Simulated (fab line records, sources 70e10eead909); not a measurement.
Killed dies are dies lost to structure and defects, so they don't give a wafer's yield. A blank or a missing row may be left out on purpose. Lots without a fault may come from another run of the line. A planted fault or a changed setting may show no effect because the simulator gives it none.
Chamber matching | flow nand_harc | NHARC_P_M2_STRIP_18 on rie_diel-03: 4 sister chambers
The step strips in N2/H2. 4 wafers are shown with their chamber, then 8 later ones without.

WAFERS WITH THEIR CHAMBER
wafer  | chamber | drypump_motor_current_A (A)
L084.3 | 2       | 5.6
L087.1 | 0       | 6.6
L087.6 | 1       | 6.1
L096.1 | 3       | 5.8

WAFERS WITHOUT THEIR CHAMBER
wafer  | drypump_motor_current_A (A)
L096.2 | 6.7
L096.4 | 5.6
L096.3 | 6.1
L096.5 | 6.6
L096.6 | 6.1
L095.2 | 6.0
L095.3 | 6.6
L095.5 | 5.6

WHICH CHAMBER EACH WENT THROUGH
wafer  | from the rows above | in truth
L096.2 | 0                   | 0
L096.4 | 2                   | 2
L096.3 | 1                   | 1
L096.5 | 0                   | 0
L096.6 | 1                   | 1
L095.2 | 1                   | 1
L095.3 | 0                   | 0
L095.5 | 2                   | 2
Placed correctly: 8 of 8. Can't be placed from these rows: 0. Placed wrongly: 0.
How it was worked out, from the rows above alone: a wafer's distance from a chamber is the root of the sum, over the readings, of the square of ((its reading less the chamber's mean) divided by the reading's scatter). The wafer belongs to the nearest chamber; if the next one is less than 2 further off, it can't be placed. A chamber's mean is the mean of its shown wafers. The scatter: with one shown wafer a chamber, the root of the mean of the squares of how far each hidden wafer lies from its nearest shown one.
